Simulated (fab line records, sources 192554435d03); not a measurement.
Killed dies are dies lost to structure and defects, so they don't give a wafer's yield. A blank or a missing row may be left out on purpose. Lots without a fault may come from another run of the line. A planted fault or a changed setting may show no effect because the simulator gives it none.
Chamber matching | flow n5_finfet | N5_FIN_SAQP_ALD_61 on ald_sin-03: 4 sister chambers
The step deposits SiO2, target thk 4 nm, pulse time 1 s, purge time 2 s. 18 wafers are shown with their chamber, then 9 later ones without.

WAFERS WITH THEIR CHAMBER
wafer  | chamber | heater_power_w (W) | precursor_pulse_height_rel
L075.2 | 3       | 482                | 0.979
L075.5 | 3       | 486                | 0.970
L075.6 | 0       | 379                | 0.998
L076.3 | 2       | 422                | 0.992
L076.4 | 0       | 392                | 1.027
L076.5 | 2       | 437                | 0.986
L077.1 | 1       | 518                | 0.979
L077.2 | 3       | 486                | 0.984
L077.5 | 2       | 437                | 1.003
L079.2 | 2       | 432                | 0.981
L079.4 | 1       | 518                | 0.995
L079.6 | 2       | 425                | 1.004
L082.3 | 1       | 508                | 0.987
L082.5 | 0       | 394                | 0.983
L082.6 | 3       | 494                | 1.013
L083.3 | 0       | 393                | 1.025
L083.4 | 2       | 433                | 0.984
L083.6 | 3       | 500                | 0.990

SIGNATURES (means of the wafers above)
reading                    | chamber 0 | chamber 1 | chamber 2 | chamber 3 | scatter within a chamber
heater_power_w             | 389.50    | 514.67    | 431.00    | 489.60    | 6.66
precursor_pulse_height_rel | 1.00825   | 0.98700   | 0.99167   | 0.98720   | 0.0147
Rule: a wafer's distance from a chamber is the root of the sum, over the readings, of the square of ((its reading less the chamber's mean) divided by the reading's scatter). The wafer belongs to the nearest chamber; if the next one is less than 2 further off, it can't be placed. The scatter: the root of (the sum of the squares of (reading less its chamber's mean) over the shown wafers, divided by (wafers less chambers)).

WAFERS WITHOUT THEIR CHAMBER
wafer  | heater_power_w (W) | precursor_pulse_height_rel
L093.4 | 379                | 1.040
L093.5 | 386                | 1.019
L093.6 | 526                | 1.002
L094.1 | 395                | 0.999
L094.4 | 425                | 0.981
L094.6 | 393                | 0.979
L096.2 | 503                | 0.982
L096.4 | 447                | 1.011
L096.5 | 396                | 1.007

WHICH CHAMBER EACH WENT THROUGH
wafer  | from the rows above     | in truth
L093.4 | 0                       | 0
L093.5 | 0                       | 0
L093.6 | 1                       | 1
L094.1 | 0                       | 0
L094.4 | 2                       | 2
L094.6 | 0                       | 0
L096.2 | can't be placed: 1 or 3 | 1
L096.4 | 2                       | 2
L096.5 | 0                       | 0
Placed correctly: 8 of 9. Can't be placed from these rows: 1 (the true chamber is among the candidates in 1). Placed wrongly: 0.
